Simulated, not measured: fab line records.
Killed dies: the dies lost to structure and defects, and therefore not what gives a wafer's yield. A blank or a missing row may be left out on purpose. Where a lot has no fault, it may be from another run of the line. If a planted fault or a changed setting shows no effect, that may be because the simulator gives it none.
Chamber matching | flow n5 finfet | N5_BEOL_M5_CURE_79 on uv cure-01 has 3 sister chambers
The step cures SiCOH lowk, time 240 s. 14 wafers are shown with their chamber, then 7 later ones without.

## EACH WAFER AND ITS CHAMBER
wafer  | chamber | wafer_temp_C_max | lamp power pct (%)
L078.2 | 0       | 387.8            | 52.32
L078.4 | 0       | 387.0            | 52.40
L078.6 | 0       | 387.0            | 52.26
L081.1 | 2       | 387.1            | 52.35
L081.3 | 2       | 386.4            | 52.37
L081.6 | 2       | 386.6            | 52.33
L083.3 | 1       | 386.2            | 52.36
L083.4 | 1       | 386.4            | 52.33
L083.5 | 1       | 386.5            | 52.34
L088.2 | 2       | 387.4            | 52.32
L088.5 | 2       | 387.7            | 52.36
L088.6 | 2       | 387.3            | 52.28
L090.1 | 2       | 387.3            | 52.32
L090.2 | 2       | 386.9            | 52.10

SIGNATURES (means of the wafers above)
reading          | chamber 0 | chamber 1 | chamber 2 | scatter within a chamber
wafer_temp_C_max | 387.267   | 386.367   | 387.087   | 0.403
lamp power pct   | 52.3267   | 52.3433   | 52.3038   | 0.0759
Rule: for each reading, subtract the chamber's mean from the wafer's reading, divide by that reading's scatter and square the result; add these up over the readings and take the root, which gives the wafer's distance from the chamber. The wafer belongs to the nearest chamber; if the next one is less than 2 further off, it can't be placed. The scatter: take each reading less its chamber's mean, square it, sum over the shown wafers, divide by the number of wafers less the number of chambers, and take the root.

## WAFERS MISSING THEIR CHAMBER
wafer  | wafer_temp_C_max | lamp power pct (%)
L090.6 | 387.6            | 52.38
L094.1 | 386.0            | 52.33
L094.5 | 386.0            | 52.32
L094.6 | 386.0            | 52.27
L097.1 | 387.7            | 52.37
L097.3 | 387.4            | 52.41
L097.5 | 387.6            | 52.37

## WHICH CHAMBER EACH ONE RAN IN
wafer  | from the rows above          | in truth
L090.6 | can't be placed: 0 or 2      | 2
L094.1 | can't be placed: 1 or 2      | 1
L094.5 | can't be placed: 1 or 2      | 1
L094.6 | can't be placed: 1 or 2 or 0 | 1
L097.1 | can't be placed: 0 or 2      | 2
L097.3 | can't be placed: 0 or 2 or 1 | 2
L097.5 | can't be placed: 0 or 2      | 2
Placed correctly: 0 of 7. Cannot be placed on the basis of these rows: 7; the candidates contain the true chamber in 7. Placed wrongly: 0.
